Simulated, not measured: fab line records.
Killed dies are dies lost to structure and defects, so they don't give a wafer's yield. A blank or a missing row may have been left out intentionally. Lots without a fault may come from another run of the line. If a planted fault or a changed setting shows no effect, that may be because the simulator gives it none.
Chamber matching	flow n5-finfet	rie-diel-04 running N5_HKMG_FIN_ETCH_32: 4 sister chambers
The step etches SOC in N2/H2, target depth 240 nm, time 300 s. 8 wafers are shown with their chamber, then 9 later ones without.

## WAFERS PAIRED WITH THEIR CHAMBERS
wafer	chamber	throttle-valve-pct (%)	drypump-motor-current-A (A)
L077.1	0	17.83	5.5
L087.4	3	17.90	5.7
L088.1	0	17.85	5.5
L088.2	3	17.92	5.7
L088.3	1	17.59	6.2
L088.4	2	18.11	5.8
L088.5	2	18.09	5.8
L088.6	1	17.58	6.1

## WAFERS WITH NO CHAMBER GIVEN
wafer	throttle-valve-pct (%)	drypump-motor-current-A (A)
L089.2	17.59	6.1
L089.3	17.87	5.5
L089.6	18.12	5.9
L090.1	17.60	6.1
L090.2	17.86	5.5
L090.3	17.93	5.6
L097.2	18.16	5.9
L097.3	17.94	5.7
L097.6	18.13	5.9

## WHICH CHAMBER EACH ONE RAN IN
wafer	from the rows above	in truth
L089.2	1	1
L089.3	0	0
L089.6	2	2
L090.1	1	1
L090.2	0	0
L090.3	3	3
L097.2	2	2
L097.3	3	3
L097.6	2	2
Correctly placed: 9 of 9. From these rows, 0 cannot be placed. 0 placed wrongly.
How it was worked out, from the rows above alone: a wafer's distance from a chamber is the root of the sum, over the readings, of the square of ((its reading less the chamber's mean) divided by the reading's scatter). The wafer belongs to the nearest chamber; if the next one is less than 2 further off, it can't be placed. The mean given for a chamber averages the wafers shown for that chamber. The scatter: take each reading less its chamber's mean, square it, sum over the shown wafers, divide by the number of wafers less the number of chambers, and take the root.
